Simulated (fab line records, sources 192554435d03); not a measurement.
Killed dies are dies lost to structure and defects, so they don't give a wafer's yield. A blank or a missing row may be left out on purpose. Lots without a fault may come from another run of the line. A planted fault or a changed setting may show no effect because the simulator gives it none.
Split-lot experiment | flow n5_finfet | 7 lots, 39 wafers read, on a route of 1938 steps

THE SPLIT
At N5_BEOL_M9_ETCH_66 (etches SOC in N2/H2, target depth 80 nm, overetch 16 nm, time 120 s), the setting time_s was moved away from the recipe's 120 s on 15 of the 39 wafers read, by +23.4% to +54.0%. The other wafers ran this setting at the recipe's value.

The reading is taken at the split's own step.

THE READING
SiARC_of_BEOL_M9_COAT_64.thk_nm (the simulator's own value, which no gauge read), in nm, at N5_BEOL_M9_ETCH_66 (etches SOC in N2/H2, target depth 80 nm, overetch 16 nm, time 120 s). The file gives no usual value for it. The 24 wafers here that ran the recipe average 6.5 nm, standard deviation 0.11 nm.

wafer  | tool, chamber at the split | time_s as run, s | against the recipe | SiARC_of_BEOL_M9_COAT_64.thk_nm, nm | against lot-mates on the recipe
L075.1 | rie_diel-05, 3             | 120              | recipe             | 6.6                                 | -
L075.2 | rie_diel-05, 0             | 120              | recipe             | 6.4                                 | -
L075.6 | rie_diel-05, 0             | 120              | recipe             | 6.4                                 | -
L075.3 | rie_diel-05, 2,1           | 172.9            | +44.1%             | 4                                   | -2.5
L075.5 | rie_diel-05, 2,1           | 172.9            | +44.1%             | 4                                   | -2.5
L075.4 | rie_diel-05, 1             | 172.9            | +44.1%             | 3.8                                 | -2.7
L077.1 | rie_diel-06, 1             | 120              | recipe             | 6.6                                 | -
L077.5 | rie_diel-06, 1             | 120              | recipe             | 6.6                                 | -
L077.2 | rie_diel-06, 3             | 184.8            | +54.0%             | 3.6                                 | -2.9
L077.6 | rie_diel-06, 3             | 184.8            | +54.0%             | 3.6                                 | -2.9
L077.3 | rie_diel-06, 0             | 120              | recipe             | 6.4                                 | -
L077.4 | rie_diel-06, 0             | 184.8            | +54.0%             | 3.4                                 | -3.1
L083.1 | rie_diel-02, 1             | 148.1            | +23.4%             | 5.2                                 | -1.3
L083.5 | rie_diel-02, 1             | 148.1            | +23.4%             | 5.2                                 | -1.3
L083.2 | rie_diel-02, 2             | 148.1            | +23.4%             | 5.4                                 | -1.1
L083.3 | rie_diel-02, 3,0           | 120              | recipe             | 6.4                                 | -
L083.6 | rie_diel-02, 3,0           | 120              | recipe             | 6.4                                 | -
L083.4 | rie_diel-02, 0             | 120              | recipe             | 6.6                                 | -
L084.1 | rie_diel-05, 0,1           | 120              | recipe             | 6.4                                 | -
L084.6 | rie_diel-05, 0,1           | 120              | recipe             | 6.4                                 | -
L084.2 | rie_diel-05, 3,2           | 173.3            | +44.4%             | 4.2                                 | -2.3
L084.5 | rie_diel-05, 3,2           | 173.3            | +44.4%             | 4.2                                 | -2.3
L084.3 | rie_diel-05, 2             | 120              | recipe             | 6.6                                 | -
L084.4 | rie_diel-05, 1             | 173.3            | +44.4%             | 4                                   | -2.5
L087.1 | rie_diel-05, 2,3,3,2       | 120              | recipe             | 6.6                                 | -
L087.3 | rie_diel-05, 2,3,3,2       | 120              | recipe             | 6.6                                 | -
L087.5 | rie_diel-05, 2,3,3,2       | 120              | recipe             | 6.6                                 | -
L087.6 | rie_diel-05, 2,3,3,2       | 120              | recipe             | 6.6                                 | -
L087.2 | rie_diel-05, 0,1           | 120              | recipe             | 6.4                                 | -
L087.4 | rie_diel-05, 0,1           | 120              | recipe             | 6.4                                 | -
L090.1 | rie_diel-06, 3,0           | 120              | recipe             | 6.4                                 | -
L090.2 | rie_diel-06, 3,0           | 120              | recipe             | 6.4                                 | -
L090.3 | rie_diel-06, 1             | 184              | +53.3%             | 3.6                                 | -2.9
L090.4 | rie_diel-06, 2             | 184              | +53.3%             | 3.2                                 | -3.3
L090.6 | rie_diel-06, 2             | 184              | +53.3%             | 3.2                                 | -3.3
L090.5 | rie_diel-06, 1             | 120              | recipe             | 6.6                                 | -
L095.1 | rie_diel-06, 3,2           | 120              | recipe             | 6.4                                 | -
L095.3 | rie_diel-06, 3,2           | 120              | recipe             | 6.4                                 | -
L095.4 | rie_diel-06, 2             | 120              | recipe             | 6.2                                 | -
Where a row lists several chambers, the file gives one row for several wafers and doesn't say which wafer went through which chamber.

THE FIT
A straight line over all 39 wafers: SiARC_of_BEOL_M9_COAT_64.thk_nm changes by -0.056 nm for each +1% of time_s; r = -0.99; the points scatter about the line by 0.14 nm.
The same after taking each lot's own level away (the mean of its wafers on the recipe; 39 wafers): -0.0562 nm for each +1%; r = -1.00; scatter 0.13 nm.
On that fit, the largest move of time_s shifts the reading by 3 nm.
The lots' own levels span 6.33 to 6.53 nm, that is 1.8 times the standard deviation above.
So the lot-to-lot level changes the slope little: the two slopes agree.
Check: with one of the wafers moved furthest among these (+54.0%) left out of the fit, the line predicts -3.03 nm for it against its lot-mates. It came out at -2.93 nm against them.

OTHER SPLITS ON THESE WAFERS
These wafers also went through other splits before the reading. Each is held against what the fit with the lots' levels taken away leaves over:
other split on the same wafers        | wafers away from the commonest value | r with SiARC_of_BEOL_M9_COAT_64.thk_nm (lot level and that fit taken away)
N5_BEOL_M5_VIA_ETCH_34 target_depth_a | 15                                   | +0.01
N5_BEOL_M6_DESCUM_33 time_s           | 9                                    | +0.24

THE FILE'S OWN FIT
SiARC_of_BEOL_M9_COAT_64.thk_nm changes by -0.056 nm for each +1% of time_s, r = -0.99.
